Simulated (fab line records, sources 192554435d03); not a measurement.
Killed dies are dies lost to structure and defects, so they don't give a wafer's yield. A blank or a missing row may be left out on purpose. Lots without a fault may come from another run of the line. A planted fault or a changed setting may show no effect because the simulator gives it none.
Chamber matching | flow n5_finfet | N5_BEOL_M3_CMP_52 on cmp-01: 4 sister chambers
The step polishes, stops on SiOC, t overpolish 6.8 s, target thk 40 nm. 8 wafers are shown with their chamber, then 9 later ones without.

WAFERS WITH THEIR CHAMBER
wafer  | chamber | motor_current_A (A) | time_to_endpoint_s (s)
L077.6 | 0       | 5.8                 | 63.5
L081.1 | 3       | 5.2                 | 68.2
L081.6 | 2       | 5.9                 | 65.6
L084.1 | 3       | 5.3                 | 61.4
L084.5 | 2       | 5.9                 | 64.8
L086.1 | 1       | 6.8                 | 64.1
L086.4 | 0       | 5.5                 | 63.7
L086.5 | 1       | 6.7                 | 62.6

WAFERS WITHOUT THEIR CHAMBER
wafer  | motor_current_A (A) | time_to_endpoint_s (s)
L091.3 | 5.8                 | 61.5
L091.4 | 7.0                 | 61.4
L091.5 | 5.9                 | 60.2
L093.1 | 5.0                 | 58.7
L093.2 | 5.9                 | 60.3
L093.4 | 6.0                 | 59.7
L093.3 | 6.5                 | 60.0
L093.5 | 6.1                 | 61.4
L093.6 | 4.8                 | 64.0

WHICH CHAMBER EACH WENT THROUGH
wafer  | from the rows above     | in truth
L091.3 | can't be placed: 0 or 2 | 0
L091.4 | 1                       | 1
L091.5 | can't be placed: 2 or 0 | 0
L093.1 | 3                       | 3
L093.2 | can't be placed: 2 or 0 | 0
L093.4 | can't be placed: 2 or 0 | 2
L093.3 | 1                       | 1
L093.5 | can't be placed: 2 or 0 | 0
L093.6 | 3                       | 3
Placed correctly: 4 of 9. Can't be placed from these rows: 5 (the true chamber is among the candidates in 5). Placed wrongly: 0.
How it was worked out, from the rows above alone: a wafer's distance from a chamber is the root of the sum, over the readings, of the square of ((its reading less the chamber's mean) divided by the reading's scatter). The wafer belongs to the nearest chamber; if the next one is less than 2 further off, it can't be placed. A chamber's mean is the mean of its shown wafers. The scatter: the root of (the sum of the squares of (reading less its chamber's mean) over the shown wafers, divided by (wafers less chambers)).
